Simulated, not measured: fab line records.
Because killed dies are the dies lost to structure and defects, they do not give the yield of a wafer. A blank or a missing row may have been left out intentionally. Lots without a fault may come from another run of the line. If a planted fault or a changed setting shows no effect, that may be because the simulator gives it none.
A lot that was struck, set against a sound lot	flow n5 finfet	41 out of 1938 route steps
Sound: wafers L634.2, L634.4, L634.6. Struck: wafer L645.3 (left out: L645.2, L645.5 of the same lot, which were not struck); the cause appears at the end.
For every step that has rows: the tool of each side, followed by ch and its chambers, followed by its first start. Under that, the readings that differ: sound wafers	struck wafers	difference of the means	sigmas: that difference in standard deviations of wafers without a fault.
alike: readings whose means differ by less than 2 such deviations, and words and numbers that are the same on both sides. not compared: withheld readings, readings that some wafer has no value for, bounds like >300 that may hide the same value, and numbers for which the record gives no deviation and whose values overlap.
A row with sigmas, a row that says differs or no value, or rows on one side alone: a step with any of these is where the two part. Non-overlapping numbers with no deviation appear without sigmas and do not part them. Lack of a reading on every wafer of one side parts them only where that side has two or more wafers.

first, 12 steps without rows for these wafers: N5_BEOL_M4_SURFACE_TREAT_85; N5_BEOL_M4_CVD_47 (deposits Co from CCTBA/H2, target thk 3 nm, time 223.8 s); N5_BEOL_M4_SPUTTER_48 (material Cu, target thk 4.5 nm, time 8.29 s); N5_BEOL_M4_ANNEAL_49 (time 240 s); N5_BEOL_M4_SPUTTER_79 (material Cu, target thk 4.5 nm, time 8.29 s); N5_BEOL_M4_ANNEAL_80 (time 240 s); N5_BEOL_M4_SPUTTER_81 (material Cu, target thk 4.5 nm, time 8.29 s); N5_BEOL_M4_ANNEAL_82 (time 240 s); N5_BEOL_M4_SPUTTER_86 (material Cu, target thk 4.5 nm, time 8.29 s); N5_BEOL_M4_ANNEAL_87 (time 240 s); N5_BEOL_M4_SPUTTER_88 (material Cu, target thk 4.5 nm, time 8.29 s); N5_BEOL_M4_ANNEAL_89 (time 240 s).
N5_BEOL_M4_SPUTTER_90: material Cu, target thk 4.5 nm, time 8.29 s.
  struck on pvd sputter-01, day 10 23:19; sound on pvd sputter-03, day 8 02:36
  alike: chamber pressure pa, throttle valve pct
N5_BEOL_M4_ANNEAL_91: time 240 s.
  struck on pvd sputter-01, day 10 23:24; sound on pvd sputter-03, day 8 02:41
  alike: heater power w
then, 11 steps without rows for these wafers: N5_BEOL_M4_SPUTTER_92 (material Cu, target thk 4.5 nm, time 8.29 s); N5_BEOL_M4_ANNEAL_93 (time 240 s); N5_BEOL_M4_SPUTTER_94 (material Cu, target thk 4.5 nm, time 8.29 s); N5_BEOL_M4_ANNEAL_95 (time 240 s); N5_BEOL_M4_SPUTTER_96 (material Cu, target thk 4.5 nm, time 8.29 s); N5_BEOL_M4_ECD_50 (material Cu, target thk 300 nm); N5_BEOL_M4_ANNEAL_51 (time 90 s); N5_BEOL_M4_CMP_52 (polishes, stops on SiOC, t overpolish 6.8 s, target thk 40 nm); N5_BEOL_M4_PRE_CLEAN_60 (time 15 s); N5_BEOL_M4_CO_CAP_55 (material Co, precursor CCTBA/H2, target thk 2 nm, time 102.1 s); N5_BEOL_M4_PRE_CLEAN_56 (time 15 s).
N5_BEOL_M4_DEP_57: deposits SiCN from 3MS/NH3, target thk 8 nm, time 14 s.
  sound on pecvd-01 ch 0,2, day 8 04:14; struck on pecvd-02 ch 0, day 11 03:41
reading	sound	struck	difference	sigmas
throttle valve pct (%)	8.2 8.5 8.0	9.2	+1.0	+2
  alike: showerhead plenum p Torr
N5_BEOL_M4_RS_MEAS_58: measurement is done with a four-point probe.
  struck on film metro-01, day 11 03:46; sound on film metro-02, day 8 04:19
  alike: M4_RS
N5_BEOL_M4_RC_MEAS_101:
  sound on prober-02 ch 0, day 8 04:31; struck on prober-02 ch 0, day 11 03:58
  alike: DIBL_N, DIBL_P, IOFF_N, IOFF_P, ION_N, ION_P, SS_N, SS_P, VT_N, VT_P
N5_BEOL_M5_ILD_DEP_00: deposits SiCOH lowk from DEMS/porogen, target thk 140.64 nm, time 25.9 s.
  sound on pecvd-04 ch 0,1,2, day 8 05:20; struck on pecvd-03 ch 2, day 11 04:47
  alike: heater power w, showerhead plenum p Torr, throttle valve pct
N5_BEOL_M5_CURE_79: cures SiCOH lowk, time 240 s.
  sound on uv cure-03 ch 0, day 8 05:28; struck on uv cure-03 ch 2, day 11 04:56
  alike: lamp power pct, wafer_temp_C_max
N5_BEOL_M5_THK_MEAS_01:
  struck on film metro-01, day 11 05:22; sound on film metro-01, day 8 05:54
  alike: M5_ILD_THK
N5_BEOL_M5_PECVD_70: deposits SiO2 from TEOS/O2, target thk 16 nm, time 18 s.
  sound on pecvd-04 ch 0,2, day 8 05:56; struck on pecvd-01 ch 2, day 11 05:24
  alike: heater power w, showerhead plenum p Torr, throttle valve pct
then, 8 steps without rows for these wafers: N5_BEOL_M5_HM_DEP_02 (deposits TiN, target thk 20 nm); N5_BEOL_M5_COAT_59 (time 60 s, resist thk 60 nm); N5_BEOL_M5_COAT_60 (time 60 s, resist thk 12 nm); N5_BEOL_M5_COAT_71 (time 60 s, resist thk 5 nm); N5_BEOL_M5_COAT_05 (resist thk 30 nm); N5_BEOL_M5_EBR_07; N5_BEOL_M5_SOFTBAKE_06 (time 60 s); N5_BEOL_M5_EXPOSE_08 (exposes mask M5, target cd 28 nm).
-- record jumps: 5 days separate the struck wafers' starts on either side; left off in module BEOL_M5, taken up again in module PASSIVATION, whose first shown step is the route's number 1936 --
N5_PASSIVATION_PROBE_49:
  record: rows for the struck wafers here (prober-01, day 15 20:04), none for the sound ones

## WHERE THEY PART
Last at N5_PASSIVATION_PROBE_49 as far as this record goes, first at N5_BEOL_M4_DEP_57.

WHY: what had been put in by the simulator
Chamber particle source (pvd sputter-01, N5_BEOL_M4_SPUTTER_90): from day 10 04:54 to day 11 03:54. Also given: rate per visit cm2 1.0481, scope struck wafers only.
